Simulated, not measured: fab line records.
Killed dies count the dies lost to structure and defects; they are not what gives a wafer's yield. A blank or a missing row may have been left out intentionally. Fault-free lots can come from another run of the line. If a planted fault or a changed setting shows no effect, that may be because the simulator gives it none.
Split-lot study    flow n5Finfet    39 wafers read from 7 lots, route of 1938 steps

== ON THE SPLIT ==
At N5_SD_EPI_N_EPI_21 (deposits Si:P, time 690 s), the setting timeS was moved away from the recipe's 690 s on 12 of the 39 wafers read, by -58.4% to +57.2%. This setting was run at the recipe's value on the other wafers.

== FROM THE SPLIT TO THE READING: what the file shows between them, 5 steps ==
- N5_SD_EPI_N_EPI_MEAS_23
- N5_SD_EPI_N_PRECLEAN_24: cleans in O3/DIW, time 60 s
- N5_SD_EPI_N_SRD_25: time 30 s
- N5_SD_EPI_P_HM_STRIP_48: strips SiNx in H3PO4, material SiNx, target depth 3 nm
- N5_SD_EPI_P_SRD_49: time 30 s

== THE READING ==
Si-P_of_SD_EPI_N_EPI_21.thkNm (the simulator's own value, which no gauge read), in nm, at N5_SD_EPI_P_PRECLEAN_24 (cleans in O3/DIW, time 45 s). No usual value for it is given in the file. Here, 27 wafers ran the recipe; their average is 57.9 nm with a standard deviation of 0.65 nm.

wafer   tool, chamber at the split  timeS as run, s  against the recipe  Si-P_of_SD_EPI_N_EPI_21.thkNm, nm  against lot-mates on the recipe
L078.1  epiRpcvd-01, 0              690              recipe              58.8                               -
L078.2  epiRpcvd-01, 0              690              recipe              57.4                               -
L078.3  epiRpcvd-01, 0              690              recipe              57.6                               -
L078.6  epiRpcvd-01, 0              690              recipe              57.6                               -
L078.4  epiRpcvd-01, 0              690              recipe              57.8                               -
L078.5  epiRpcvd-01, 0              690              recipe              58.4                               -
L082.1  epiRpcvd-03, 0              690              recipe              58                                 -
L082.2  epiRpcvd-03, 0              690              recipe              57.8                               -
L082.3  epiRpcvd-03, 0              903.5            +30.9%              70.8                               +12.8
L082.4  epiRpcvd-03, 0              903.5            +30.9%              70.2                               +12.2
L082.5  epiRpcvd-03, 0              690              recipe              58.2                               -
L082.6  epiRpcvd-03, 0              903.5            +30.9%              69.6                               +11.6
L083.1  epiRpcvd-03, 0              690              recipe              58                                 -
L083.4  epiRpcvd-03, 0              690              recipe              58.6                               -
L083.5  epiRpcvd-03, 0              690              recipe              58.8                               -
L088.1  epiRpcvd-04, 0              286.9            -58.4%              26.2                               -31.7
L088.2  epiRpcvd-04, 0              286.9            -58.4%              26                                 -31.9
L088.6  epiRpcvd-04, 0              286.9            -58.4%              26                                 -31.9
L088.3  epiRpcvd-04, 0              690              recipe              58                                 -
L088.4  epiRpcvd-04, 0              690              recipe              58                                 -
L088.5  epiRpcvd-04, 0              690              recipe              57.6                               -
L093.1  epiRpcvd-03, 0              690              recipe              57                                 -
L093.3  epiRpcvd-03, 0              690              recipe              57                                 -
L093.2  epiRpcvd-03, 0              690              recipe              57.4                               -
L093.4  epiRpcvd-03, 0              690              recipe              57.2                               -
L093.6  epiRpcvd-03, 0              690              recipe              57.2                               -
L093.5  epiRpcvd-03, 0              690              recipe              56.8                               -
L094.1  epiRpcvd-04, 0              690              recipe              58.6                               -
L094.2  epiRpcvd-04, 0              584.4            -15.3%              52.2                               -6.0
L094.3  epiRpcvd-04, 0              690              recipe              57.6                               -
L094.4  epiRpcvd-04, 0              584.4            -15.3%              53                                 -5.2
L094.5  epiRpcvd-04, 0              690              recipe              58.4                               -
L094.6  epiRpcvd-04, 0              584.4            -15.3%              52.6                               -5.6
L096.1  epiRpcvd-04, 0              690              recipe              59                                 -
L096.2  epiRpcvd-04, 0              1085             +57.2%              81.4                               +22.5
L096.3  epiRpcvd-04, 0              690              recipe              58.6                               -
L096.4  epiRpcvd-04, 0              1085             +57.2%              81                                 +22.1
L096.5  epiRpcvd-04, 0              690              recipe              59.2                               -
L096.6  epiRpcvd-04, 0              1085             +57.2%              80.4                               +21.5

FIT RESULTS
A straight line over all 39 wafers: Si-P_of_SD_EPI_N_EPI_21.thkNm changes by +0.463 nm for each +1% of timeS; r = +0.99; the points scatter about the line by 1.8 nm.
The same after taking each lot's own level away (the mean of its wafers on the recipe; 39 wafers): +0.456 nm for each +1%; r = +0.99; scatter 1.9 nm.
That fit puts the effect of the largest move of timeS on the reading at 27 nm.
The lots' own levels span 57.10 to 58.93 nm, that is 2.8 times the standard deviation above.
Consequently the slope shifts little with the lot-to-lot level, the two slopes agreeing.
Check: for one of the wafers moved furthest among these (-58.4%), held out of the fit, the line's prediction against its lot-mates is -26.5 nm. Against them it came out at -31.7 nm.

== ADDITIONAL SPLITS CARRIED BY THESE WAFERS ==
Other splits were also applied to these wafers ahead of the reading. Each is held against what the fit with the lots' levels taken away leaves over:
other split on the same wafers       wafers away from the commonest value  r with Si-P_of_SD_EPI_N_EPI_21.thkNm (lot level and that fit taken away)
N5_STI_FIN_REVEAL_ALD_00 targetThkA  15                                    -0.01

== THE WHOLE CHAIN: every reading that the file lists as answering this split, in the file's order ==
step                         what it does                  reading                                                                         change (the file's fit)                                                               r (the file's)
N5_SD_EPI_N_EPI_21           deposits Si:P, time 690 s     Si-P_of_SD_EPI_N_EPI_21.thkNm (the simulator's own value, which no gauge read)  +0.461 nm for each +1% of the setting                                                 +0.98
N5_SD_EPI_N_EPI_MEAS_23                                    thkNm                                                                           withheld for each +1% of the setting                                                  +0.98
N5_SD_EPI_P_PRECLEAN_24      cleans in O3/DIW, time 45 s   Si-P_of_SD_EPI_N_EPI_21.thkNm (the simulator's own value, which no gauge read)  +0.454 nm for each +1% of the setting                                                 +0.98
N5_SD_ACTIVATION_RS_MEAS_03  measures by four-point-probe  RS_SD_N                                                                         not straight: 48.63 at the lowest setting, 21.99 at the recipe, 15.61 at the highest  not given

== FILE'S OWN FIT ==
Si-P_of_SD_EPI_N_EPI_21.thkNm changes by +0.454 nm for each +1% of timeS, r = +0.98.
